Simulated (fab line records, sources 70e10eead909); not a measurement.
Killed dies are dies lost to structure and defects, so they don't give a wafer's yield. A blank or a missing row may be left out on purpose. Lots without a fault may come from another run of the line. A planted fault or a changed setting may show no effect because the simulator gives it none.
Chamber matching | flow nand_harc | NHARC_A_STAIRCASE_ETCH_444 on rie_diel-04: 4 sister chambers
The step etches the open film in C4F8/O2, target depth 10200 nm, time 3400 s. 18 wafers are shown with their chamber, then 9 later ones without.

WAFERS WITH THEIR CHAMBER
wafer  | chamber | rf_vpp_V (V) | oes_product_au (a.u.)
L074.1 | 0       | 808          | 0.916
L074.2 | 3       | 811          | 0.928
L074.3 | 2       | 802          | 0.915
L075.1 | 1       | 814          | 0.940
L075.3 | 0       | 809          | 0.930
L075.5 | 2       | 803          | 0.928
L080.1 | 2       | 802          | 0.927
L080.5 | 2       | 800          | 0.923
L080.6 | 1       | 812          | 0.924
L083.1 | 2       | 801          | 0.921
L083.4 | 1       | 813          | 0.910
L083.6 | 2       | 801          | 0.921
L085.1 | 0       | 808          | 0.916
L085.3 | 1       | 813          | 0.919
L085.6 | 2       | 800          | 0.920
L091.1 | 1       | 812          | 0.919
L091.4 | 2       | 801          | 0.924
L091.5 | 1       | 813          | 0.923

SIGNATURES (means of the wafers above)
reading        | chamber 0 | chamber 1 | chamber 2 | chamber 3 | scatter within a chamber
rf_vpp_V       | 808.33    | 812.83    | 801.25    | 811.00    | 0.886
oes_product_au | 0.92067   | 0.92250   | 0.92238   | 0.92800   | 0.00727
Rule: a wafer's distance from a chamber is the root of the sum, over the readings, of the square of ((its reading less the chamber's mean) divided by the reading's scatter). The wafer belongs to the nearest chamber; if the next one is less than 2 further off, it can't be placed. The scatter: the root of (the sum of the squares of (reading less its chamber's mean) over the shown wafers, divided by (wafers less chambers)).

WAFERS WITHOUT THEIR CHAMBER
wafer  | rf_vpp_V (V) | oes_product_au (a.u.)
L092.1 | 807          | 0.904
L092.3 | 802          | 0.921
L092.5 | 808          | 0.910
L093.1 | 811          | 0.915
L093.3 | 801          | 0.912
L093.4 | 811          | 0.921
L095.2 | 807          | 0.909
L095.4 | 811          | 0.911
L095.6 | 811          | 0.909

WHICH CHAMBER EACH WENT THROUGH
wafer  | from the rows above          | in truth
L092.1 | 0                            | 0
L092.3 | 2                            | 2
L092.5 | 0                            | 0
L093.1 | can't be placed: 3 or 1 or 0 | 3
L093.3 | 2                            | 2
L093.4 | can't be placed: 3 or 1      | 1
L095.2 | 0                            | 0
L095.4 | can't be placed: 3 or 1 or 0 | 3
L095.6 | can't be placed: 3 or 1 or 0 | 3
Placed correctly: 5 of 9. Can't be placed from these rows: 4 (the true chamber is among the candidates in 4). Placed wrongly: 0.
